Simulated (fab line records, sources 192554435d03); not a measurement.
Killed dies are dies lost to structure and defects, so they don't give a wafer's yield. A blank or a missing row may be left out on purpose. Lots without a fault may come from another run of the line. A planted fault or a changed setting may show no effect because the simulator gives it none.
A struck lot beside a sound one | flow n5_finfet | 37 steps out of a route of 1938
Sound: wafers L437.2, L437.4, L437.6. Struck: wafers L440.1, L440.4, L440.6. The cause comes at the end.
At each step with rows: each side's tool, then ch and its chambers, then its first start. Under that, the readings that differ: sound wafers | struck wafers | difference of the means | sigmas: that difference in standard deviations of wafers without a fault.
alike: readings whose means differ by less than 2 such deviations, and words and numbers that are the same on both sides. not compared: withheld readings, readings that some wafer has no value for, bounds like >300 that may hide the same value, and numbers for which the record gives no deviation and whose values overlap.
The two part at a step that has a row with sigmas, a row that says differs or no value, or rows on one side only. Numbers that don't overlap but have no deviation are shown without sigmas and don't part them. A reading that every wafer of one side lacks parts them only if that side has two wafers or more.

first, 9 steps without rows for these wafers: N5_BEOL_M9_DESCUM_33 (chemistry O2, time 7 s); N5_BEOL_M9_ETCH_76 (etches underlayer in N2/H2, target depth 6.5 nm, time 5.2 s); N5_BEOL_M9_ETCH_65 (etches SiARC in CF4, target depth 15.6 nm, time 26 s); N5_BEOL_M9_ETCH_66 (etches SOC in N2/H2, target depth 80 nm, overetch 16 nm, time 120 s); N5_BEOL_M9_STRIP_69 (strips in N2/H2); N5_BEOL_M9_STRIP_77 (strips in N2/H2); N5_BEOL_M9_VIA_ETCH_34 (etches SiCOH lowk in C4F6/O2, target depth 182.4 nm, time 68.4 s); N5_BEOL_M9_STRIP_73 (strips in C4F6/O2); N5_BEOL_M9_STRIP_36 (strips in N2/H2).
N5_BEOL_M9_TRENCH_ETCH_37: etches SiCOH lowk in C4F6/O2, target depth 151.43 nm, time 49 s.
  sound on rie_diel-03 ch 1,3, day 11 01:20; struck on rie_diel-03 ch 1,3, day 11 13:47
  reading                             | sound             | struck            | difference | sigmas
  oes_f_703_au (a.u.)                 | 0.72 0.72 0.72    | 0.93 0.93 0.93    | +0.21      | +3
  oes_o_777_au (a.u.)                 | 0.71 0.73 0.71    | 0.89 0.92 0.89    | +0.18      | +3
  rf_fwd_power_W (W)                  | 341.6 343.7 342.2 | 426.5 425.2 425.3 | +83.2      | +59
  rf_vpp_V (V)                        | 664 662 662       | 595 595 592       | -69        | -8
  model.BEOL_M9.feature_depth_nm (nm) | 149.4 152 149     | 159.6 165 162.6   | +12.3      |
  model.etch.depth_nm (nm)            | 149.4 151.9 149   | 159.6 164.9 162.5 | +12.2      |
  alike: drypump_motor_current_A, oes_product_au, showerhead_plenum_p_Torr, throttle_valve_pct
  not compared: rf_hours_counter_h, model.TiN_of_BEOL_M9_HM_DEP_02.thk_nm
then, 2 steps without rows for these wafers: N5_BEOL_M9_ETCH_41 (etches SiCN in CH3F/O2, target depth 36.6 nm, time 70.1 s); N5_BEOL_M9_STRIP_80 (strips in N2/H2, time 10 s).
N5_BEOL_M9_OCD_MEAS_38:
  sound on ocd-02, day 11 01:30; struck on ocd-01, day 11 13:58
  reading              | sound             | struck            | difference | sigmas
  trench_depth_nm (nm) | 149.7 151.6 148.9 | 160.5 165.1 162.0 | +12.5      | +5
then, 13 steps without rows for these wafers: N5_BEOL_M9_HM_STRIP_39 (strips TiN in peroxide tin strip, target depth 25 nm, time 158 s); N5_BEOL_M9_SRD_40 (time 30 s); N5_BEOL_M9_PRECLEAN_42 (cleans in residue remover, time 60 s); N5_BEOL_M9_SRD_43 (time 30 s); N5_BEOL_M9_CURE_72 (cures SiCOH lowk, time 120 s); N5_BEOL_M9_DEGAS_44 (time 60 s); N5_BEOL_M9_PRE_CLEAN_45 (time 30 s); N5_BEOL_M9_ALD_74 (deposits TaN, target thk 2 nm, pulse time 2 s, purge time 3 s); N5_BEOL_M9_SURFACE_TREAT_79; N5_BEOL_M9_CVD_78 (deposits Co from CCTBA/H2, target thk 2 nm, time 138.9 s); N5_BEOL_M9_SPUTTER_48 (material Cu, target thk 12 nm, time 2 s); N5_BEOL_M9_ECD_50 (material Cu, target thk 318 nm); N5_BEOL_M9_ANNEAL_51 (time 90 s).
N5_BEOL_M9_CMP_52: polishes, stops on SiCOH lowk, t overpolish 7 s, target thk 140 nm.
  sound on cmp-04 ch 1,3, day 11 04:49; struck on cmp-02 ch 1,2, day 11 16:51
  reading                                | sound             | struck            | difference | sigmas
  model.Cu_of_BEOL_M9_ECD_50.thk_nm (nm) | 137.2 140.4 138.2 | 149.6 153.6 153.2 | +13.5      |
  alike: barrier_field_endpoint_s, motor_current_A, overpolish_run_s, slurry_filter_dp_kPa, time_to_endpoint_s
  not compared: pad_life_wafers
N5_BEOL_M9_THK_MEAS_53: measures by xrf.
  sound on film_metro-02, day 11 05:07; struck on film_metro-01, day 11 17:09
  reading     | sound             | struck            | difference | sigmas
  M9_THK (nm) | 137.1 140.1 138.4 | 151.8 155.4 154.1 | +15.2      | +6
then, 2 steps without rows for these wafers: N5_BEOL_M9_PRE_CLEAN_55 (time 15 s); N5_BEOL_M9_DEP_56 (deposits SiCN from 3MS/NH3, target thk 15 nm, time 26.5 s).
N5_BEOL_M9_RS_MEAS_57: measures by four-point-probe.
  sound on film_metro-02, day 11 05:15; struck on film_metro-02, day 11 17:17
  reading        | sound             | struck            | difference | sigmas
  M9_RS (ohm/sq) | 0.154 0.150 0.153 | 0.140 0.136 0.137 | -0.015     | -5
then, 5 steps without rows for these wafers: N5_BEOL_M10_ILD_DEP_00 (deposits SiCOH lowk from DEMS/porogen, target thk 308.51 nm, time 58 s); N5_BEOL_M10_CURE_71 (cures SiCOH lowk, time 240 s); N5_BEOL_M10_PECVD_70 (deposits SiO2 from TEOS/O2, target thk 20 nm, time 22.7 s); N5_BEOL_M10_HM_DEP_02 (deposits TiN, target thk 20 nm); N5_BEOL_M10_COAT_59 (time 60 s, resist thk 100 nm).
N5_BEOL_M15_RC_MEAS_101:
  sound on prober-01 ch 0, day 13 10:29; struck on prober-02 ch 0, day 13 16:08
  reading                   | sound                   | struck                | difference | sigmas
  COMB_M6 (S/m)             | 3.5e-11 4.2e-11 3.5e-11 | 1.4e-11 3e-11 2.4e-11 | -1.5e-11   | -3
  SERP_M9 (ohm/um)          | 3.21 3.09 3.13          | 2.79 2.74 2.70        | -0.40      | -5
  SERP_M9_max_site (ohm/um) | 3.31 3.19 3.23          | 2.92 2.78 2.79        | -0.41      | -5
  alike: COMB_M10, COMB_M11, COMB_M12, COMB_M13, COMB_M14, COMB_M15, COMB_M5, COMB_M7, COMB_M8, COMB_M9, SERP_M10, SERP_M11, SERP_M11_max_site, SERP_M12, SERP_M13, SERP_M14, SERP_M5, SERP_M6, SERP_M6_max_site, SERP_M7, SERP_M8

WHERE THEY PART
First at N5_BEOL_M9_TRENCH_ETCH_37; last, within this record, at N5_BEOL_M15_RC_MEAS_101.

WHY: what the simulator had put in
Process parameter drift: rie_diel-03, from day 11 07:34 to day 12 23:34, at N5_BEOL_M9_TRENCH_ETCH_37. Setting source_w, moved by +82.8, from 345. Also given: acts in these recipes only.
